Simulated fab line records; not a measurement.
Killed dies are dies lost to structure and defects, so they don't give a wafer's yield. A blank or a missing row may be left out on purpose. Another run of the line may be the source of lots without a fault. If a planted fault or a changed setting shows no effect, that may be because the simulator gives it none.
Chamber matching + flow n5 finfet + N5_BEOL_M0_SAQP_SPACER2_ALD_26 on ald sin-01: 4 sister chambers
The step deposits SiO2, target thk 15 nm, pulse time 1 s, purge time 2 s. 14 wafers are shown with their chamber, then 7 later ones without.

== WAFERS, EACH WITH ITS CHAMBER ==
| wafer  | chamber | heater power w (W) | precursor pulse height rel |
|--------|---------|--------------------|----------------------------|
| L075.1 | 1       | 475                | 1.015                      |
| L075.4 | 3       | 497                | 1.037                      |
| L075.6 | 3       | 491                | 0.976                      |
| L081.2 | 1       | 489                | 1.017                      |
| L081.3 | 0       | 500                | 1.018                      |
| L081.4 | 2       | 432                | 0.980                      |
| L084.1 | 2       | 430                | 1.005                      |
| L084.2 | 3       | 502                | 1.029                      |
| L084.4 | 1       | 487                | 0.992                      |
| L085.3 | 1       | 474                | 1.019                      |
| L085.4 | 0       | 515                | 0.986                      |
| L085.5 | 2       | 437                | 0.993                      |
| L089.1 | 0       | 497                | 0.984                      |
| L089.2 | 1       | 491                | 0.963                      |

SIGNATURES (means of the wafers above)
| reading                    | chamber 0 | chamber 1 | chamber 2 | chamber 3 | scatter within a chamber |
|----------------------------|-----------|-----------|-----------|-----------|--------------------------|
| heater power w             | 504.00    | 483.20    | 433.00    | 496.67    | 7.3                      |
| precursor pulse height rel | 0.99600   | 1.00120   | 0.99267   | 1.01400   | 0.0235                   |
Rule: a wafer lies at a distance from a chamber equal to the root of the sum of squares, over the readings, of (its reading less the chamber's mean, divided by the reading's scatter). The wafer belongs to the nearest chamber; if the next one is less than 2 further off, it can't be placed. How the scatter is found: for the shown wafers, subtract from each reading the mean of its chamber, square and add these, divide the total by (wafers less chambers), then take the root.

== WAFERS WITHOUT THEIR CHAMBER ==
| wafer  | heater power w (W) | precursor pulse height rel |
|--------|--------------------|----------------------------|
| L089.6 | 504                | 0.984                      |
| L090.1 | 438                | 0.996                      |
| L090.4 | 516                | 0.975                      |
| L090.5 | 511                | 1.006                      |
| L096.3 | 501                | 1.010                      |
| L096.5 | 502                | 0.961                      |
| L096.6 | 448                | 1.006                      |

== WHICH CHAMBER EACH ONE RAN IN ==
| wafer  | from the rows above          | in truth |
|--------|------------------------------|----------|
| L089.6 | can't be placed: 0 or 3      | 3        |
| L090.1 | 2                            | 2        |
| L090.4 | can't be placed: 0 or 3      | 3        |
| L090.5 | can't be placed: 0 or 3      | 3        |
| L096.3 | can't be placed: 3 or 0 or 1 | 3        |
| L096.5 | can't be placed: 0 or 3 or 1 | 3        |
| L096.6 | 2                            | 2        |
2 of 7 placed correctly. Not placeable from these rows: 5 (in 5, the candidates include the true chamber). Number placed wrongly: 0.
